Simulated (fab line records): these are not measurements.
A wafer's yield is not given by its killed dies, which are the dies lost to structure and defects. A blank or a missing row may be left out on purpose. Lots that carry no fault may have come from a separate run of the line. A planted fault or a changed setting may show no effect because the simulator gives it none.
The same fault as seen by 2 desks / flow nand harc / every desk sees just its own numbers, and what lay behind them comes last

## DESK OF THE TOOL OWNER: rie diel-12
The tool's own readings at NHARC_THIN_TSV_ETCHBACK_48 (etches the open film in C4F8/Ar, target depth 1028.5 nm, time 405.17 s): means of the sampled wafers that have a number, for each lot that ran on this tool. If a lot's mean is further than 4 standard deviations from the usual mean, the lot is out of limits and carries the mark OUT (the distance appears in the brackets).
Columns: A = oes product au at NHARC_THIN_TSV_ETCHBACK_48, usual 0.95 a.u.; B = rf vpp V at NHARC_THIN_TSV_ETCHBACK_48, usual 546 V; C = run length s at NHARC_THIN_TSV_ETCHBACK_48, usual 426.5 s
lot=L898; first seen here=day 24 08:20; A=0.92; B=544; C=426.6
lot=L911; first seen here=day 29 13:59; A=0.93; B=543; C=390.1 (-83) OUT
lot=L917; first seen here=day 32 14:10; A=0.93; B=543; C=426.6
Finding of this desk: L911 out of limits; the first was L911 at day 29 13:59, on run length s at NHARC_THIN_TSV_ETCHBACK_48. L898, L917 stayed within limits.

## THE METROLOGY DESK
What the gauges read for every lot (on any tool): the sampled wafers with a number, averaged. If a lot's mean is further than 4 standard deviations from the usual mean, the lot is out of limits and carries the mark OUT (the distance appears in the brackets).
Columns: A = cd nm at NHARC_THIN_TSV_CD_MEAS_16, usual 1000.1 nm
lot=L896; first seen here=day 23 14:59; A=998.5
lot=L897; first seen here=day 23 20:19; A=1001.0
lot=L898; first seen here=day 24 07:04; A=999.9
lot=L901; first seen here=day 25 11:17; A=1000.6
lot=L899; first seen here=day 25 12:26; A=1000.9
lot=L900; first seen here=day 25 17:47; A=1000.3
lot=L902; first seen here=day 26 06:42; A=1001.5
lot=L904; first seen here=day 27 08:38; A=1001.5
lot=L911; first seen here=day 29 12:40; A=1001.3
lot=L917; first seen here=day 32 12:47; A=999.1
lot=L919; first seen here=day 32 17:07; A=1000.7
lot=L918; first seen here=day 33 03:28; A=1000.7
This desk found nothing out of limits on any of the 12 lots.

## BROUGHT TOGETHER
An alarm could have come from the tool owner's desk at day 29 13:59, on L911.
Nothing out of limits was seen by the metrology desk.
The metrology desk holds a record of L911, inside its limits.
Of the lots named, all ran NHARC_THIN_TSV_ETCHBACK_48 on rie diel-12.

## WHAT WAS PUT IN BY THE SIMULATOR
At NHARC_THIN_TSV_ETCHBACK_48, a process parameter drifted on rie diel-12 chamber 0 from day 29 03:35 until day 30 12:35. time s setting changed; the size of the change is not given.
Lots struck among those shown: L911.
Time in hours from fault onset to the first out-of-limits reading at each desk: the tool owner's desk, 10.
